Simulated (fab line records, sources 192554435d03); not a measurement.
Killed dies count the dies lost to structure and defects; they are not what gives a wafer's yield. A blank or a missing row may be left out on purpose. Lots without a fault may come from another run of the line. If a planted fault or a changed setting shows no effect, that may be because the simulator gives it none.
Chamber matching / flow n5Finfet / rieDiel-06 running N5_BEOL_M2_ETCH_69: 4 sister chambers
The step etches SiARC in CF4, target depth 15.6 nm, time 26 s. 14 wafers are shown with their chamber, then 7 later ones without.

WAFERS, EACH WITH ITS CHAMBER
wafer=L075.3; chamber=3; showerheadPlenumPTorr (Torr)=2.24; throttleValvePct (%)=15.64; oesProductAu (a.u.)=0.62
wafer=L075.4; chamber=1; showerheadPlenumPTorr (Torr)=2.11; throttleValvePct (%)=15.36; oesProductAu (a.u.)=0.84
wafer=L075.6; chamber=2; showerheadPlenumPTorr (Torr)=2.08; throttleValvePct (%)=15.52; oesProductAu (a.u.)=0.76
wafer=L078.1; chamber=2; showerheadPlenumPTorr (Torr)=2.08; throttleValvePct (%)=15.51; oesProductAu (a.u.)=0.76
wafer=L078.2; chamber=1; showerheadPlenumPTorr (Torr)=2.11; throttleValvePct (%)=15.36; oesProductAu (a.u.)=0.82
wafer=L078.4; chamber=0; showerheadPlenumPTorr (Torr)=2.06; throttleValvePct (%)=15.76; oesProductAu (a.u.)=0.67
wafer=L084.1; chamber=3; showerheadPlenumPTorr (Torr)=2.24; throttleValvePct (%)=15.67; oesProductAu (a.u.)=0.62
wafer=L084.4; chamber=0; showerheadPlenumPTorr (Torr)=2.06; throttleValvePct (%)=15.77; oesProductAu (a.u.)=0.66
wafer=L084.5; chamber=3; showerheadPlenumPTorr (Torr)=2.24; throttleValvePct (%)=15.68; oesProductAu (a.u.)=0.62
wafer=L088.1; chamber=0; showerheadPlenumPTorr (Torr)=2.06; throttleValvePct (%)=15.78; oesProductAu (a.u.)=0.65
wafer=L088.2; chamber=2; showerheadPlenumPTorr (Torr)=2.08; throttleValvePct (%)=15.55; oesProductAu (a.u.)=0.75
wafer=L088.3; chamber=3; showerheadPlenumPTorr (Torr)=2.24; throttleValvePct (%)=15.66; oesProductAu (a.u.)=0.62
wafer=L091.1; chamber=0; showerheadPlenumPTorr (Torr)=2.06; throttleValvePct (%)=15.80; oesProductAu (a.u.)=0.65
wafer=L091.3; chamber=3; showerheadPlenumPTorr (Torr)=2.23; throttleValvePct (%)=15.68; oesProductAu (a.u.)=0.61

SIGNATURES (averages over the wafers above)
reading=showerheadPlenumPTorr; chamber 0=2.0600; chamber 1=2.1100; chamber 2=2.0800; chamber 3=2.2380; scatter within a chamber=0.00283
reading=throttleValvePct; chamber 0=15.7775; chamber 1=15.3600; chamber 2=15.5267; chamber 3=15.6660; scatter within a chamber=0.0169
reading=oesProductAu; chamber 0=0.6575; chamber 1=0.8300; chamber 2=0.7567; chamber 3=0.6180; scatter within a chamber=0.00788
Rule: a wafer's distance from a chamber is the root of the sum, over the readings, of the square of ((its reading less the chamber's mean) divided by the reading's scatter). If the next closest chamber is less than 2 further off than the closest, the wafer can't be placed; otherwise it belongs to the closest. The scatter: the root of (the sum of the squares of (reading less its chamber's mean) over the shown wafers, divided by (wafers less chambers)).

WAFERS WHOSE CHAMBER IS MISSING
wafer=L091.6; showerheadPlenumPTorr (Torr)=2.23; throttleValvePct (%)=15.68; oesProductAu (a.u.)=0.61
wafer=L093.2; showerheadPlenumPTorr (Torr)=2.10; throttleValvePct (%)=15.40; oesProductAu (a.u.)=0.78
wafer=L093.3; showerheadPlenumPTorr (Torr)=2.07; throttleValvePct (%)=15.58; oesProductAu (a.u.)=0.73
wafer=L093.6; showerheadPlenumPTorr (Torr)=2.07; throttleValvePct (%)=15.58; oesProductAu (a.u.)=0.74
wafer=L094.1; showerheadPlenumPTorr (Torr)=2.07; throttleValvePct (%)=15.60; oesProductAu (a.u.)=0.73
wafer=L094.4; showerheadPlenumPTorr (Torr)=2.05; throttleValvePct (%)=15.82; oesProductAu (a.u.)=0.64
wafer=L094.5; showerheadPlenumPTorr (Torr)=2.10; throttleValvePct (%)=15.44; oesProductAu (a.u.)=0.75

WHICH CHAMBER EACH WENT THROUGH
wafer=L091.6; from the rows above=3; in truth=3
wafer=L093.2; from the rows above=1; in truth=1
wafer=L093.3; from the rows above=2; in truth=2
wafer=L093.6; from the rows above=2; in truth=2
wafer=L094.1; from the rows above=2; in truth=2
wafer=L094.4; from the rows above=0; in truth=0
wafer=L094.5; from the rows above=2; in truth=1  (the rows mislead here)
Correctly placed: 6 of 7. From these rows, 0 cannot be placed. Placed wrongly: 1.
